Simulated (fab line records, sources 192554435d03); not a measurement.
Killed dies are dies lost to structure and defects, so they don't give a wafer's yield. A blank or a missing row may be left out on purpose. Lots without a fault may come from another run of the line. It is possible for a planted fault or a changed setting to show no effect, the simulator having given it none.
Split-lot trial ; flow n5Finfet ; 7 lots, 39 wafers read, on a route of 1938 steps

## THE SPLIT ITSELF
At N5_BEOL_M0_SAQP_SPACER1_ALD_98 (deposits SiO2, target thk 12.8 nm, pulse time 1 s, purge time 2 s), the setting aldCycles was moved away from the recipe's 138 on 18 of the 39 wafers read, by -49.3% to -27.5%. For the rest of the wafers, this setting stayed at what the recipe calls for.

## FROM THE SPLIT TO THE READING: what the file shows between them, 2 steps
- N5_BEOL_M0_SAQP_SPACER1_ETCHBACK_99: etches SiO2 in CHF3/O2, target depth 15.4 nm, time 7.7 s
- N5_BEOL_M0_SAQP_MANDREL1_REMOVE_100: chemistry HBr/Cl2/O2, target a-Si, stops on SiNx, bt time 10 s

## THE READING
cdNm (nm) at N5_BEOL_M0_SAQP_CD_MEAS_25, where the cd target is 13.1 nm. Typical for fault-free wafers on this fab line: 12.81 nm, with standard deviation 0.22 nm.

wafer;tool, chamber at the split;aldCycles as run;against the recipe;cdNm, nm;against lot-mates on the recipe
L074.1;aldSin-01, 3,2,1;70;-49.3%;6.49;-6.14
L074.2;aldSin-01, 0,1,2;138;recipe;13.08;-
L074.3;aldSin-01, 0,1,2;138;recipe;12.46;-
L074.4;aldSin-01, 0,1,2;138;recipe;12.35;-
L074.5;aldSin-01, 3,2,1;70;-49.3%;6.95;-5.68
L074.6;aldSin-01, 3,2,1;70;-49.3%;6.51;-6.12
L075.1;aldSin-03, 1,0,1;138;recipe;12.83;-
L075.2;aldSin-03, 1,0,1;138;recipe;12.78;-
L075.3;aldSin-03, 3;100;-27.5%;9.37;-3.35
L075.4;aldSin-03, 3;100;-27.5%;9.44;-3.28
L075.5;aldSin-03, 0;100;-27.5%;9.06;-3.66
L075.6;aldSin-03, 1,0,1;138;recipe;12.54;-
L077.1;aldSin-01, 0,1,3;138;recipe;12.72;-
L077.2;aldSin-01, 0,1,3;138;recipe;12.81;-
L077.3;aldSin-01, 0,1,3;138;recipe;12.95;-
L077.4;aldSin-01, 2,0,1;71;-48.6%;6.72;-6.11
L077.5;aldSin-01, 2,0,1;71;-48.6%;6.73;-6.10
L077.6;aldSin-01, 2,0,1;71;-48.6%;6.65;-6.18
L082.1;aldSin-01, 1,3,2;96;-30.4%;8.77;-3.90
L082.2;aldSin-01, 0,2,1;138;recipe;12.69;-
L082.3;aldSin-01, 1,3,2;96;-30.4%;8.91;-3.76
L082.4;aldSin-01, 0,2,1;138;recipe;12.89;-
L082.5;aldSin-01, 0,2,1;138;recipe;12.42;-
L082.6;aldSin-01, 1,3,2;96;-30.4%;8.69;-3.98
L083.1;aldSin-02, 2,3,0;138;recipe;12.78;-
L083.2;aldSin-02, 2,3,0;138;recipe;12.58;-
L083.3;aldSin-02, 2,3,0;138;recipe;13.05;-
L083.4;aldSin-02, 1,1,0;80;-42.0%;7.70;-5.10
L083.5;aldSin-02, 1,1,0;80;-42.0%;7.06;-5.74
L083.6;aldSin-02, 1,1,0;80;-42.0%;7.19;-5.61
L086.1;aldSin-01, 1,3;96;-30.4%;8.87;-3.73
L086.2;aldSin-01, 3,0,1;138;recipe;12.59;-
L086.3;aldSin-01, 3,0,1;138;recipe;12.37;-
L086.4;aldSin-01, 0;96;-30.4%;9.35;-3.25
L086.5;aldSin-01, 1,3;96;-30.4%;8.71;-3.89
L086.6;aldSin-01, 3,0,1;138;recipe;12.84;-
L093.3;aldSin-03, 1,2,0;138;recipe;12.91;-
L093.4;aldSin-03, 1,2,0;138;recipe;12.78;-
L093.6;aldSin-03, 1,2,0;138;recipe;13.10;-
If several chambers appear in one row, that row covers several wafers at once and the file leaves open which wafer was in which chamber.

FIT RESULTS
A straight line over all 39 wafers: cdNm changes by +0.125 nm for each +1% of aldCycles; r = +1.00; the points scatter about the line by 0.23 nm.
The same after taking each lot's own level away (the mean of its wafers on the recipe; 39 wafers): +0.125 nm for each +1%; r = +1.00; scatter 0.22 nm.
The reading moves by 6.2 nm for the largest change in aldCycles, on that fit.
The span of the lots' own levels, 12.600 to 12.930 nm, comes to 1.5 times the standard deviation stated above.
The two slopes are in agreement: the lot-to-lot level therefore moves the slope only a little.
Check: -6.16 nm against its lot-mates is what the line predicts for one of the wafers moved furthest among these (-49.3%) when that wafer is left out of the fit. It came out at -6.14 nm against them.

## ADDITIONAL SPLITS CARRIED BY THESE WAFERS
Other splits were also applied to these wafers ahead of the reading. Each is held against what the fit with the lots' levels taken away leaves over:
other split on the same wafers;wafers away from the commonest value;r with cdNm (lot level and that fit taken away)
N5_FIN_SAQP_PECVD_06 timeS;9;+0.00
N5_DUMMY_GATE_HM_DEP_06 timeS;33;+0.04
N5_SD_EPI_N_ETCH_16 targetDepthA;12;+0.10
N5_HKMG_FIN_ALD_71 aldCycles;18;-0.03

## THE WHOLE CHAIN: every reading that the file lists as answering this split, in the file's order
step;what it does;reading;change (the file's fit);r (the file's)
N5_BEOL_M0_SAQP_SPACER1_ALD_98;deposits SiO2, target thk 12.8 nm, pulse time 1 s, purge time 2 s;SiO2_of_BEOL_M0_SAQP_SPACER1_ALD_98.thkNm (the simulator's own value, which no gauge read);+0.128 nm for each +1% of the setting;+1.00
N5_BEOL_M0_SAQP_MANDREL1_REMOVE_100;chemistry HBr/Cl2/O2, target a-Si, stops on SiNx, bt time 10 s;BEOL_M0_SAQP.cdNm (the simulator's own value, which no gauge read);+0.129 nm for each +1% of the setting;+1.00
N5_BEOL_M0_SAQP_MANDREL1_REMOVE_100;chemistry HBr/Cl2/O2, target a-Si, stops on SiNx, bt time 10 s;SiO2_of_BEOL_M0_SAQP_SPACER1_ALD_98.thkNm (the simulator's own value, which no gauge read);+0.0969 nm for each +1% of the setting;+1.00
N5_BEOL_M0_SAQP_CD_MEAS_25;target cd 13.1 nm;cdNm;+0.125 nm for each +1% of the setting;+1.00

## THE FILE'S OWN FIT
cdNm changes by +0.125 nm for each +1% of aldCycles, r = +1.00.
